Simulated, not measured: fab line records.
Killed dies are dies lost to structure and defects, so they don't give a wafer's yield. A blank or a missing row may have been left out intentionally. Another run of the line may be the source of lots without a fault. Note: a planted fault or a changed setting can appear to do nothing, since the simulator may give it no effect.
fab line records ; flow n5-finfet
record lots=9; wafers=24; last-day=17
route steps=1938 shown BEOL_M0_SAQP@634 BEOL_M4@1111 PASSIVATION@1936
lots that met no fault: from a run of the same line without faults
start-h: hours from the record's opening day to when the first of the lot's shown wafers began ; wait-h: how many hours have passed since the lot's step before this one ; " the same as in the row above ; L1.1+2: a single row standing in for several wafers ; - no value present, or no start provided ; * or withheld: withheld ; < > ~ a bound
route shown NAME@n: names a module that has steps shown in the file, with the first one's number in the route ; usual: the fault-free wafers' mean and standard deviation ; same: alike in all rows ; chamber/n: place in a boat ; sites: each site's reading ; _std_site: the standard deviation of these ; _edge_site: mean of outer sites minus mean of inner sites ; radius-mm: how far each site lies from the wafer's centre ; mask NAME#n: copy n ; behind: the last tool/chamber to shape the wafer ; hold: why the lot was held/for how many hours/how that ended ; device: the n, p or np transistor that did not switch ; end of line: the same wafers' tests at the end of the route ; where a step has no rows: the recipe by itself ; killed: not the wafer's yield, but the dies lost to structure and defects at the first sort ; map: the dies of a wafer, with x for killed, . for not killed, _ for no die there
set.NAME: the setting the step ran with; set.NAME@STEP: the setting that earlier step ran with ; model.NAME: the simulator's own value behind a step, which no gauge read
route steps across a sampled set of lots; one table per step, one row per wafer
services: from which hour (start-h, from the record's first day; less than 0 if before it) a tool's chamber was out of use, for how many hours, and why
## steps
# step N5_BEOL_M0_SAQP_HM_DEP_02
# recipe material=TiN; target-thk-a=120; temp-c=25; chamber-pressure-pa=0.49996
# usual susceptor-temp-C=25.01/0.11; throttle-valve-pct=30.4/0.68
lot.wafer;tool;chamber;start-h;wait-h;susceptor-temp-C;throttle-valve-pct
L895.2;pvd-sputter-01;-;115.63;2.8;24.96;30.6
L895.5;pvd-sputter-01;-;115.63;2.8;24.94;30.7
L896.2;pvd-sputter-01;-;115.73;2.9;25.22;29.1
L896.5;pvd-sputter-01;-;115.73;2.9;24.74;30.3
L896.6;pvd-sputter-01;-;115.73;2.9;25.05;29.6
L905.1;pvd-sputter-02;-;170.38;0.5;24.98;32.4
L905.2;pvd-sputter-02;-;170.38;0.5;24.91;29.4
L905.5;pvd-sputter-02;-;170.38;0.5;24.93;32.5
L906.3;pvd-sputter-03;-;180.40;0.6;25.17;29.6
L906.4;pvd-sputter-03;-;180.40;0.6;24.86;30.8
L906.5;pvd-sputter-03;-;180.40;0.6;25.20;30.7
L907.3;pvd-sputter-03;-;185.79;2.1;24.91;30.4
L907.4;pvd-sputter-03;-;185.79;2.1;25.06;30.5
L907.6;pvd-sputter-03;-;185.79;2.1;24.94;30.8
L909.1;pvd-sputter-01;-;192.36;1.7;25.03;30.6
L909.4;pvd-sputter-01;-;192.36;1.7;25.08;30.6
L909.5;pvd-sputter-01;-;192.36;1.7;24.97;29.7
L911.3;pvd-sputter-03;-;203.70;1.6;25.22;30.7
L911.6;pvd-sputter-03;-;203.70;1.6;25.08;30.6
L914.2;pvd-sputter-03;-;221.27;1.9;25.07;30.7
L914.3;pvd-sputter-03;-;221.27;1.9;24.97;29.6
L915.1;pvd-sputter-01;-;230.37;2.4;24.97;30.3
L915.4;pvd-sputter-01;-;230.37;2.4;25.12;30.1
L915.5;pvd-sputter-01;-;230.37;2.4;24.99;30.3
# step N5_BEOL_M0_SAQP_PECVD_97
# recipe material=SiNx; target-thk-a=230; temp-c=350; precursor=SiH4/NH3/N2; pressure-torr=1.5; rf-w=300; time-s=19.9
# usual heater-power-w=511/52; showerhead-plenum-p-Torr=5.15/0.095; susceptor-temp-C=349.99/0.22; throttle-valve-pct=39.3/2.5
lot.wafer;tool;chamber;start-h;wait-h;heater-power-w;showerhead-plenum-p-Torr;susceptor-temp-C;throttle-valve-pct
L895.2;pecvd-03;0;115.82;0.0;503;5.25;350.04;39.1
L895.5;pecvd-03;1;115.82;0.0;461;5.16;349.80;35.9
L896.2;pecvd-04;2;115.92;0.0;441;5.06;350.45;38.4
L896.5;pecvd-04;2;115.92;0.0;444;5.05;350.18;38.1
L896.6;pecvd-04;1;115.92;0.0;523;5.29;350.28;39.5
L905.1;pecvd-04;2;170.58;0.0;462;5.05;349.77;38.5
L905.2;pecvd-04;0;170.58;0.0;493;5.06;350.25;44.5
L905.5;pecvd-04;2;170.58;0.0;458;5.06;349.94;38.6
L906.3;pecvd-02;2;180.60;0.0;593;4.97;350.11;38.1
L906.4;pecvd-02;2;180.60;0.0;565;4.96;350.26;37.9
L906.5;pecvd-02;0;180.60;0.0;554;5.16;350.03;42.5
L907.3;pecvd-03;1;185.99;0.0;406;5.17;349.61;36.3
L907.4;pecvd-03;1;185.99;0.0;424;5.17;349.80;36.2
L907.6;pecvd-03;2;185.99;0.0;496;5.14;350.08;37.5
L909.1;pecvd-03;0;192.56;0.0;566;5.24;350.22;38.7
L909.4;pecvd-03;1;192.56;0.0;452;5.17;350.12;36.2
L909.5;pecvd-03;0;192.56;0.0;561;5.24;350.19;39.2
L911.3;pecvd-02;1;203.89;0.0;557;5.13;350.18;39.3
L911.6;pecvd-02;2;203.89;0.0;579;4.96;349.80;38.3
L914.2;pecvd-04;1;221.46;0.0;619;5.30;349.97;39.2
L914.3;pecvd-04;0;221.46;0.0;497;5.07;349.92;45.0
L915.1;pecvd-03;2;230.56;0.0;512;5.14;349.63;37.6
L915.4;pecvd-03;0;230.56;0.0;594;5.24;350.30;39.0
L915.5;pecvd-03;2;230.56;0.0;413;5.15;349.46;37.5
# step N5_BEOL_M0_SAQP_HM_DEP_111
# recipe material=SiO2; target-thk-a=120; temp-c=400; precursor=SiH4/N2O; pressure-torr=0.75; rf-w=275; time-s=7.2
# usual heater-power-w=734/71; showerhead-plenum-p-Torr=8.14/0.2; susceptor-temp-C=399.99/0.22
lot.wafer;tool;chamber;start-h;wait-h;heater-power-w;showerhead-plenum-p-Torr;susceptor-temp-C
L895.2;pecvd-02;1;116.00;0.0;753;8.13;399.52
L895.5;pecvd-02;2;116.00;0.0;734;7.77;400.00
L896.2;pecvd-04;2;116.10;0.0;711;7.96;399.54
L896.5;pecvd-04;0;116.10;0.0;740;7.97;400.13
L896.6;pecvd-04;1;116.10;0.0;809;8.45;400.12
L905.1;pecvd-02;1;170.75;0.0;805;8.13;399.72
L905.2;pecvd-02;0;170.75;0.0;825;8.17;-
L905.5;pecvd-02;1;170.75;0.0;788;8.12;400.01
L906.3;pecvd-04;2;180.77;0.0;669;7.97;399.65
L906.4;pecvd-04;0;180.77;0.0;753;7.97;399.64
L906.5;pecvd-04;2;180.77;0.0;655;7.97;399.75
L907.3;pecvd-02;1;186.16;0.0;700;8.11;-
L907.4;pecvd-02;2;186.16;0.0;688;7.76;399.71
L907.6;pecvd-02;1;186.16;0.0;711;8.15;400.38
L909.1;pecvd-04;0;192.73;0.0;770;7.98;399.97
L909.4;pecvd-04;1;192.73;0.0;714;8.46;399.61
L909.5;pecvd-04;0;192.73;0.0;762;7.97;399.97
L911.3;pecvd-04;2;204.21;0.0;712;7.96;399.89
L911.6;pecvd-04;0;204.21;0.0;739;7.98;399.86
L914.2;pecvd-03;2;221.65;0.0;630;8.16;399.81
L914.3;pecvd-03;0;221.65;0.0;728;8.38;399.63
L915.1;pecvd-04;2;230.73;0.0;621;8.00;400.12
L915.4;pecvd-04;1;230.73;0.0;812;8.46;400.39
L915.5;pecvd-04;2;230.73;0.0;612;8.00;400.15
# step N5_BEOL_M0_SAQP_HM_OPEN_112
# recipe chemistry=CHF3/O2; target=SiO2; stop-on=a-Si; target-depth-a=120; over-etch-frac=1.25; mask-material=SOC; time-s=13.5; pressure-mtorr=30; source-w=650; bias-w=170; Ar_flow_sccm=200; CHF3_flow_sccm=50; O2_flow_sccm=5; ion-energy-ev=200; ends=end-point
# usual O2_flow_sccm=5.001/0.015; drypump-motor-current-A=5.9/0.35; oes-product-au=0.52/0.05; rf-vpp-V=519/13; showerhead-plenum-p-Torr=2.38/0.1; throttle-valve-pct=18.81/0.28
lot.wafer;tool;chamber;start-h;wait-h;O2_flow_sccm;drypump-motor-current-A;oes-product-au;rf-hours-counter-h;rf-vpp-V;showerhead-plenum-p-Torr;throttle-valve-pct
L895.2;rie-diel-02;3;116.65;0.0;4.981;6.2;0.56;56;528;2.37;18.69
L895.5;rie-diel-02;0;116.65;0.0;5.013;5.2;0.50;-;497;2.39;18.68
L896.2;rie-diel-05;2;116.84;0.0;4.980;6.0;0.50;117;513;2.24;18.52
L896.5;rie-diel-05;0;116.84;0.0;5.020;5.5;0.59;-;523;2.37;18.42
L896.6;rie-diel-05;3;116.84;0.0;5.001;5.9;0.51;-;553;2.53;19.22
L905.1;rie-diel-06;2;171.51;0.0;4.994;5.6;0.49;148;523;2.53;18.71
L905.2;rie-diel-06;1;171.51;0.0;5.014;5.7;0.34;213;521;2.29;19.10
L905.5;rie-diel-06;1;171.51;0.0;5.003;5.8;0.47;-;522;2.29;19.13
L906.3;rie-diel-05;1;182.06;0.0;5.029;5.4;0.47;206;510;2.30;19.33
L906.4;rie-diel-05;0;182.06;0.0;5.005;5.5;0.57;59;521;2.36;18.46
L906.5;rie-diel-05;3;182.06;0.0;5.000;6.0;0.51;-;554;2.53;19.25
L907.3;rie-diel-02;0;186.89;0.0;5.005;5.2;0.35;156;498;2.38;18.69
L907.4;rie-diel-02;2;186.89;0.0;5.002;5.7;0.55;66;531;2.54;18.90
L907.6;rie-diel-02;1;186.89;0.0;5.024;6.0;0.44;-;510;2.27;18.73
L909.1;rie-diel-06;2;193.34;0.0;5.002;5.6;0.49;153;521;2.53;18.71
L909.4;rie-diel-06;3;193.34;0.0;4.984;6.5;0.60;14;510;2.37;18.26
L909.5;rie-diel-06;2;193.34;0.0;4.985;5.6;0.49;-;521;2.52;18.71
L911.3;rie-diel-06;3;204.84;0.0;4.970;6.4;0.60;18;511;2.36;18.26
L911.6;rie-diel-06;0;204.84;0.0;4.966;6.3;0.57;-;511;2.43;18.76
L914.2;rie-diel-02;3;224.42;0.0;4.993;6.2;0.54;87;528;2.36;18.74
L914.3;rie-diel-02;2;224.42;0.0;5.023;5.7;0.55;77;530;2.54;18.93
L915.1;rie-diel-06;3;231.34;0.0;4.994;6.5;0.59;25;511;2.36;18.28
L915.4;rie-diel-06;0;231.34;0.0;5.008;6.3;0.56;61;511;2.43;18.77
L915.5;rie-diel-06;2;231.34;0.0;4.994;5.6;0.49;-;520;2.52;18.74
# step N5_BEOL_M0_SAQP_STRIP_86
# recipe chemistry=N2/H2; power-w=500; temp-c=40; pressure-mtorr=50; rf-frequency-hz=6e+07; overash-fraction=0.3; bias-power-w=28; h2-frac=0.5; n2-flow-sccm=300; h2-flow-sccm=300
# usual drypump-motor-current-A=5.9/0.35; oes-product-au=0.79/0.07; rf-vpp-V=121.6/1.4; showerhead-plenum-p-Torr=3.31/0.14; temp-c=40.00/0.11; throttle-valve-pct=18.9/0.35
lot.wafer;tool;chamber;start-h;wait-h;drypump-motor-current-A;oes-product-au;rf-hours-counter-h;rf-vpp-V;showerhead-plenum-p-Torr;temp-c;throttle-valve-pct
L895.2;rie-diel-02;1;116.90;0.1;6.0;0.70;179;119.7;3.17;39.77;18.9
L895.5;rie-diel-02;0;116.90;0.1;5.3;0.77;-;123.1;3.34;39.99;18.4
L896.2;rie-diel-06;0;117.06;0.1;6.3;0.91;27;121.2;3.42;40.00;18.7
L896.5;rie-diel-06;2;117.06;0.1;5.6;0.79;-;122.5;3.53;39.96;19.4
L896.6;rie-diel-06;1;117.06;0.1;5.7;0.74;-;121.7;3.20;39.88;19.0
L905.1;rie-diel-05;2;171.69;0.1;6.0;0.77;134;119.3;3.11;39.85;18.9
L905.2;rie-diel-05;3;171.69;0.1;5.9;0.77;148;122.0;3.50;39.87;19.3
L905.5;rie-diel-05;2;171.69;0.1;6.0;0.76;-;121.4;3.12;40.02;18.8
L906.3;rie-diel-02;1;182.37;0.2;6.0;0.69;199;122.7;3.16;40.04;18.9
L906.4;rie-diel-02;2;182.37;0.2;5.7;0.85;65;120.6;3.56;39.86;19.1
L906.5;rie-diel-02;2;182.37;0.2;5.7;0.84;-;122.1;3.56;40.18;19.1
L907.3;rie-diel-06;3;187.07;0.1;6.5;0.93;12;119.6;3.31;40.02;18.6
L907.4;rie-diel-06;2;187.07;0.1;5.6;0.76;152;123.2;3.51;39.97;19.4
L907.6;rie-diel-06;2;187.07;0.1;5.6;0.77;-;120.8;3.52;40.22;19.5
L909.1;rie-diel-05;0;193.52;0.1;5.5;0.88;62;120.6;3.26;39.89;18.3
L909.4;rie-diel-05;1;193.52;0.1;5.5;0.71;209;120.6;3.19;39.97;19.5
L909.5;rie-diel-05;2;193.52;0.1;6.0;0.75;-;121.8;3.11;39.66;18.9
L911.3;rie-diel-02;0;205.11;0.2;5.2;0.74;162;123.3;3.33;40.03;18.4
L911.6;rie-diel-02;0;205.11;0.2;5.3;0.74;-;121.1;3.33;40.02;18.5
L914.2;rie-diel-02;1;224.89;0.4;6.0;0.68;211;121.9;3.15;39.95;18.9
L914.3;rie-diel-02;3;224.89;0.4;6.2;0.82;87;123.1;3.24;39.94;18.7
L915.1;rie-diel-06;0;231.52;0.1;6.3;0.86;61;122.7;3.40;40.03;18.8
L915.4;rie-diel-06;3;231.52;0.1;6.5;0.90;25;121.3;3.30;40.05;18.6
L915.5;rie-diel-06;0;231.52;0.1;6.3;0.87;-;125.4;3.40;40.17;18.8
# step N5_BEOL_M4_RC_MEAS_101
# usual DIBL_N=36.2/2; DIBL_P=36.1/2.4; IOFF_N=0.16/0.035; IOFF_P=0.22/0.041; ION_N=675/14; ION_P=465/8.6; SS_N=71.5/0.64; SS_P=73.2/0.76; VT_N=250/3.9; VT_P=-249/3.4
lot.wafer;tool;chamber;start-h;wait-h;DIBL_N[mV/V];DIBL_P[mV/V];IOFF_N[nA/um];IOFF_P[nA/um];ION_N[uA/um];ION_P[uA/um];SS_N[mV/dec];SS_P[mV/dec];VT_N[mV];VT_P[mV]
L895.2;prober-02;0;175.05;0.2;38.0;37.1;0.19;0.23;692;470;72.1;73.5;247;-248
L895.5;prober-02;0;175.05;0.2;38.1;37.0;0.19;0.22;686;465;71.9;73.8;249;-252
L896.2;prober-01;0;191.76;0.2;34.7;37.9;0.14;0.24;670;471;70.7;73.3;253;-247
L896.5;prober-01;0;191.76;0.2;35.5;37.3;0.15;0.23;667;460;71.5;73.1;252;-249
L896.6;prober-01;0;191.76;0.2;35.6;38.7;0.15;0.26;663;470;71.1;74.4;251;-245
L905.1;prober-02;0;226.98;0.0;36.6;35.6;0.15;0.20;679;463;71.3;73.9;250;-251
L905.2;prober-02;0;226.98;0.0;39.9;38.2;0.20;0.24;688;464;72.2;74.2;248;-248
L905.5;prober-02;0;226.98;0.0;39.2;39.2;0.21;0.23;693;468;72.0;74.3;246;-249
L906.3;prober-01;0;245.55;0.3;38.2;39.7;0.21;0.33;696;486;71.9;73.6;245;-240
L906.4;prober-01;0;245.55;0.3;35.1;34.7;0.14;0.23;664;467;71.1;73.7;249;-247
L906.5;prober-01;0;245.55;0.3;32.3;31.9;0.10;0.18;664;468;70.6;70.9;255;-249
L907.3;prober-02;0;256.79;0.3;34.5;37.1;0.17;0.26;700;483;71.5;73.2;245;-246
L907.4;prober-02;0;256.79;0.3;37.8;40.2;0.21;0.30;692;479;72.4;73.9;248;-243
L907.6;prober-02;0;256.79;0.3;36.8;39.5;0.19;0.29;701;482;71.1;73.4;248;-244
L909.1;prober-01;0;262.25;0.0;38.9;38.2;0.21;0.26;693;479;72.0;73.1;242;-246
L909.4;prober-01;0;262.25;0.0;39.1;38.8;0.21;0.28;697;473;71.6;74.4;247;-244
L909.5;prober-01;0;262.25;0.0;36.9;34.9;0.16;0.22;672;459;71.2;74.1;247;-249
L911.3;prober-01;0;264.55;0.3;36.6;37.2;0.16;0.23;677;472;71.4;72.4;249;-246
L911.6;prober-01;0;264.55;0.3;33.0;31.7;0.10;0.16;653;453;71.0;71.6;255;-251
L914.2;prober-02;0;293.23;0.2;34.1;34.6;0.12;0.19;664;465;71.1;73.1;257;-251
L914.3;prober-02;0;293.23;0.2;36.5;36.2;0.16;0.19;652;443;72.1;74.3;251;-254
L915.1;prober-02;0;297.34;0.0;38.8;35.0;0.19;0.21;685;461;71.5;73.3;249;-251
L915.4;prober-02;0;297.34;0.0;36.6;34.5;0.15;0.21;670;461;71.7;73.6;250;-249
L915.5;prober-02;0;297.34;0.0;33.3;30.0;0.10;0.16;654;456;70.7;71.6;254;-252
# step N5_PASSIVATION_PROBE_49
# usual defect-limited-yield=91.1/1.4; killed_at_M0_to_M3=36/9.9; killed_at_M4_up=13/5.8; killed-at-contacts=14/5.9; killed-at-front-end=39/11; killed-at-other=3.4/2.9; killed-dies=105/17; killed-open=70/13; killed-short=34/7.3; sort_bin_4_leakage=0.00/0.0072; sort_bin_5_function=5.3/1; sort_bin_6_memory=3.3/0.62; sort-n-pass=1075/17; sort-yield-pct=91.1/1.4
# same gross-dies=1180; killed-at-back-side=0; sort_bin_8_speed[%]=0
lot.wafer;tool;chamber;start-h;wait-h;defect-limited-yield[%];killed_at_M0_to_M3;killed_at_M4_up;killed-at-contacts;killed-at-front-end;killed-at-other;killed-dies;killed-open;killed-short;sort_bin_4_leakage[%];sort_bin_5_function[%];sort_bin_6_memory[%];sort-n-pass;sort-yield-pct[%]
L915.1;prober-01;-;411.01;0.0;90.9;30;32;10;29;6;107;77;27;0;5.9;2.7;1073;90.9
# killed by level:class
L915.1 BEOL_M4:geometric-particle:open=22 MOL_CONTACT_COAG:geometric-particle:open=10 BEOL_M2:geometric-particle:open=9 BEOL_M0_SAQP:geometric-particle:open=7 STI_FIN_REVEAL:geometric-particle:open=6 BEOL_M4:geometric-particle:short=6 DUMMY_GATE:geometric-particle:open=5 BEOL_M3:geometric-particle:open=5
## services
tool;chamber;start-h;hours;kind
rie-diel-02;3;92.77;4.0;repair
pecvd-02;0;113.06;2.1;scheduled-down
rie-diel-06;3;114.49;7.7;repair
pecvd-02;-;116.82;0.8;pm
rie-diel-06;3;122.23;-;clean
rie-diel-06;3;122.23;-;consumable-replace:focus-ring
rie-diel-06;3;122.23;20.7;scheduled-down
rie-diel-06;3;122.23;20.7;vent-cycle
pecvd-02;-;128.98;3.9;repair
rie-diel-05;1;130.42;3.7;repair
pecvd-03;1;137.83;5.5;scheduled-down
pecvd-03;0;143.29;5.5;scheduled-down
pecvd-02;0;157.82;5.5;scheduled-down
pvd-sputter-01;-;163.99;2.8;repair
pecvd-03;-;168.28;1.8;repair
rie-diel-02;3;192.97;4.2;repair
pecvd-04;-;205.06;9.1;repair
pecvd-02;1;221.97;20.4;repair
rie-diel-02;2;230.43;75.0;repair
## key
first-sign step=N5_BEOL_M0_SAQP_HM_OPEN_112; reading=oes-product-au; direction=down; sigmas=3.4; usual=0.52; struck=0.35
effect none on later readings
met-at N5_BEOL_M0_SAQP_HM_DEP_111
struck-lots L905,L907
struck-wafers L905.2,L907.3
not-acting-at N5_BEOL_M0_SAQP_HM_DEP_02,N5_BEOL_M0_SAQP_PECVD_97,N5_BEOL_M0_SAQP_STRIP_86
onset-between 116.00 170.75
fault kind=process-parameter-drift; tool=pecvd-02; chamber=-; onset-h=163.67; steps=N5_BEOL_M0_SAQP_HM_DEP_111; channel=time-s; offset=*; shape=step; end-h=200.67; scope=struck-wafers-only; acts-in=*; stated=*
